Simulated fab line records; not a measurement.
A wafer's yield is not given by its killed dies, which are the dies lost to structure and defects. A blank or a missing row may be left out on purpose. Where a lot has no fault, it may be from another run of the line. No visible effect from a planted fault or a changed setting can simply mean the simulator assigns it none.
Matching of chambers || flow n5-finfet || rie-si-05 running N5_DUMMY_GATE_ETCH_44: 4 sister chambers
The step etches poly-Si in HBr/O2, stops on SiO2, target depth 127.5 nm. 14 wafers are shown with their chamber, then 7 later ones without.

## WAFERS PAIRED WITH THEIR CHAMBERS
{"wafer": "L078.1", "chamber": 0, "throttle-valve-pct (%)": 18.17, "drypump-motor-current-A (A)": 5.8, "oes-product-au (a.u.)": 0.734}
{"wafer": "L078.2", "chamber": 2, "throttle-valve-pct (%)": 19.01, "drypump-motor-current-A (A)": 6.4, "oes-product-au (a.u.)": 0.726}
{"wafer": "L078.4", "chamber": 1, "throttle-valve-pct (%)": 18.23, "drypump-motor-current-A (A)": 5.9, "oes-product-au (a.u.)": 0.749}
{"wafer": "L079.2", "chamber": 2, "throttle-valve-pct (%)": 19.02, "drypump-motor-current-A (A)": 6.4, "oes-product-au (a.u.)": 0.728}
{"wafer": "L079.3", "chamber": 1, "throttle-valve-pct (%)": 18.21, "drypump-motor-current-A (A)": 5.9, "oes-product-au (a.u.)": 0.729}
{"wafer": "L079.5", "chamber": 2, "throttle-valve-pct (%)": 19.02, "drypump-motor-current-A (A)": 6.4, "oes-product-au (a.u.)": 0.719}
{"wafer": "L080.1", "chamber": 0, "throttle-valve-pct (%)": 18.17, "drypump-motor-current-A (A)": 5.8, "oes-product-au (a.u.)": 0.737}
{"wafer": "L080.5", "chamber": 2, "throttle-valve-pct (%)": 19.04, "drypump-motor-current-A (A)": 6.4, "oes-product-au (a.u.)": 0.737}
{"wafer": "L080.6", "chamber": 3, "throttle-valve-pct (%)": 18.50, "drypump-motor-current-A (A)": 5.7, "oes-product-au (a.u.)": 0.733}
{"wafer": "L081.2", "chamber": 2, "throttle-valve-pct (%)": 19.03, "drypump-motor-current-A (A)": 6.4, "oes-product-au (a.u.)": 0.727}
{"wafer": "L081.3", "chamber": 1, "throttle-valve-pct (%)": 18.23, "drypump-motor-current-A (A)": 5.9, "oes-product-au (a.u.)": 0.738}
{"wafer": "L081.5", "chamber": 2, "throttle-valve-pct (%)": 19.03, "drypump-motor-current-A (A)": 6.4, "oes-product-au (a.u.)": 0.713}
{"wafer": "L082.1", "chamber": 1, "throttle-valve-pct (%)": 18.22, "drypump-motor-current-A (A)": 5.8, "oes-product-au (a.u.)": 0.745}
{"wafer": "L082.4", "chamber": 2, "throttle-valve-pct (%)": 19.03, "drypump-motor-current-A (A)": 6.4, "oes-product-au (a.u.)": 0.716}

SIGNATURES (means of the wafers above)
{"reading": "throttle-valve-pct", "chamber 0": 18.1700, "chamber 1": 18.2225, "chamber 2": 19.0257, "chamber 3": 18.5000, "scatter within a chamber": 0.0092}
{"reading": "drypump-motor-current-A", "chamber 0": 5.800, "chamber 1": 5.875, "chamber 2": 6.400, "chamber 3": 5.700, "scatter within a chamber": 0.0274}
{"reading": "oes-product-au", "chamber 0": 0.73550, "chamber 1": 0.74025, "chamber 2": 0.72371, "chamber 3": 0.73300, "scatter within a chamber": 0.00802}
Rule: a wafer lies at a distance from a chamber equal to the root of the sum of squares, over the readings, of (its reading less the chamber's mean, divided by the reading's scatter). If the next closest chamber is less than 2 further off than the closest, the wafer can't be placed; otherwise it belongs to the closest. The scatter: take each reading less its chamber's mean, square it, sum over the shown wafers, divide by the number of wafers less the number of chambers, and take the root.

## WAFERS WITH NO CHAMBER GIVEN
{"wafer": "L082.6", "throttle-valve-pct (%)": 18.22, "drypump-motor-current-A (A)": 5.9, "oes-product-au (a.u.)": 0.739}
{"wafer": "L083.1", "throttle-valve-pct (%)": 19.03, "drypump-motor-current-A (A)": 6.4, "oes-product-au (a.u.)": 0.722}
{"wafer": "L083.2", "throttle-valve-pct (%)": 18.17, "drypump-motor-current-A (A)": 5.8, "oes-product-au (a.u.)": 0.723}
{"wafer": "L083.5", "throttle-valve-pct (%)": 18.47, "drypump-motor-current-A (A)": 5.7, "oes-product-au (a.u.)": 0.714}
{"wafer": "L089.4", "throttle-valve-pct (%)": 18.16, "drypump-motor-current-A (A)": 5.8, "oes-product-au (a.u.)": 0.726}
{"wafer": "L089.5", "throttle-valve-pct (%)": 18.50, "drypump-motor-current-A (A)": 5.7, "oes-product-au (a.u.)": 0.708}
{"wafer": "L089.6", "throttle-valve-pct (%)": 18.23, "drypump-motor-current-A (A)": 5.8, "oes-product-au (a.u.)": 0.748}

## WHICH CHAMBER EACH ONE RAN IN
{"wafer": "L082.6", "from the rows above": 1, "in truth": 1}
{"wafer": "L083.1", "from the rows above": 2, "in truth": 2}
{"wafer": "L083.2", "from the rows above": 0, "in truth": 0}
{"wafer": "L083.5", "from the rows above": 3, "in truth": 3}
{"wafer": "L089.4", "from the rows above": 0, "in truth": 0}
{"wafer": "L089.5", "from the rows above": 3, "in truth": 3}
{"wafer": "L089.6", "from the rows above": 1, "in truth": 1}
Correct placement for 7 of the 7. Number that these rows cannot place: 0. 0 placed wrongly.
